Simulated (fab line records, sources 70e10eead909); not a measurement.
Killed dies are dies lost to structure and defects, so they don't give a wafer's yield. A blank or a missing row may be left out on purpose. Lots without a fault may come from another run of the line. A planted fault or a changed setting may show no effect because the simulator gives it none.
Chamber matching | flow nand_harc | NHARC_P_M0_ETCH_34 on rie_diel-09: 3 sister chambers
The step etches the open film in N2/H2, target depth 40 nm, overetch 12 nm, time 43.94 s. 3 wafers are shown with their chamber, then 4 later ones without.

WAFERS WITH THEIR CHAMBER
wafer  | chamber | drypump_motor_current_A (A)
L085.1 | 3       | 5.62
L084.1 | 1       | 5.69
L084.2 | 0       | 5.23

WAFERS WITHOUT THEIR CHAMBER
wafer  | drypump_motor_current_A (A)
L089.1 | 5.23
L089.4 | 5.68
L090.1 | 5.69
L090.6 | 5.21

WHICH CHAMBER EACH WENT THROUGH
wafer  | from the rows above | in truth
L089.1 | 0                   | 0
L089.4 | 1                   | 1
L090.1 | 1                   | 1
L090.6 | 0                   | 0
Placed correctly: 4 of 4. Can't be placed from these rows: 0. Placed wrongly: 0.
How it was worked out, from the rows above alone: a wafer's distance from a chamber is the root of the sum, over the readings, of the square of ((its reading less the chamber's mean) divided by the reading's scatter). The wafer belongs to the nearest chamber; if the next one is less than 2 further off, it can't be placed. A chamber's mean is the mean of its shown wafers. The scatter: with one shown wafer a chamber, the root of the mean of the squares of how far each hidden wafer lies from its nearest shown one.
